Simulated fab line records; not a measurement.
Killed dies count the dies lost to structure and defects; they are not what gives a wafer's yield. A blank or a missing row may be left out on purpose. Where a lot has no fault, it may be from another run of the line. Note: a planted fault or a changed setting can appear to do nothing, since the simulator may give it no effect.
Matching of chambers	flow nandHarc	4 sister chambers for NHARC_A_WL_FILL_CMP_12 on cmp-02
The step polishes, t overpolish 30 s, target thk 100 nm. 16 wafers are shown with their chamber, then 8 later ones without.

## EACH WAFER AND ITS CHAMBER
wafer	chamber	motorCurrentA (A)	timeToEndpointS (s)	slurryFlowMlMin
L076.3	0	14.1	13	150.8
L076.4	3	12.1	21	150.5
L076.6	1	12.7	22	150.5
L081.1	0	13.7	20	150.4
L081.4	2	13.8	25	150.2
L081.6	3	12.1	24	151.0
L080.3	1	12.9	21	150.1
L080.4	3	11.6	22	148.8
L080.5	3	11.7	22	149.9
L082.1	0	14.6	17	150.4
L082.3	2	14.0	25	149.8
L082.5	1	12.1	22	150.0
L090.2	3	11.4	22	149.3
L090.3	2	14.3	24	149.5
L090.4	1	13.1	23	150.2
L092.1	2	14.4	28	149.9

SIGNATURES (means of the wafers above)
reading	chamber 0	chamber 1	chamber 2	chamber 3	scatter within a chamber
motorCurrentA	14.133	12.700	14.125	11.780	0.363
timeToEndpointS	16.67	22.00	25.50	22.20	1.84
slurryFlowMlMin	150.533	150.200	149.850	149.900	0.551
Rule: distance of a wafer from a chamber = root of the sum over the readings of ((wafer's reading minus chamber's mean) / reading's scatter) squared. The wafer belongs to the nearest chamber; if the next one is less than 2 further off, it can't be placed. The scatter is the square root of a quotient: the sum, over the shown wafers, of each reading's squared deviation from its chamber's mean, divided by wafers minus chambers.

## WAFERS WITHOUT THEIR CHAMBER
wafer	motorCurrentA (A)	timeToEndpointS (s)	slurryFlowMlMin
L092.2	11.4	25	150.3
L092.5	12.0	23	150.0
L094.3	12.7	24	149.7
L094.4	13.6	18	149.2
L094.6	12.0	23	149.3
L096.1	12.9	21	149.1
L096.2	14.1	22	149.6
L096.5	13.2	24	149.1

## WHICH CHAMBER EACH WENT THROUGH
wafer	from the rows above	in truth
L092.2	can't be placed: 3 or 1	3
L092.5	can't be placed: 3 or 1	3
L094.3	can't be placed: 1 or 3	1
L094.4	can't be placed: 0 or 1 or 2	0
L094.6	can't be placed: 3 or 1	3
L096.1	can't be placed: 1 or 3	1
L096.2	can't be placed: 2 or 0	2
L096.5	can't be placed: 1 or 2 or 3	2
0 of 8 placed correctly. Can't be placed from these rows: 8 (the true chamber is among the candidates in 8). Wrongly placed: 0.
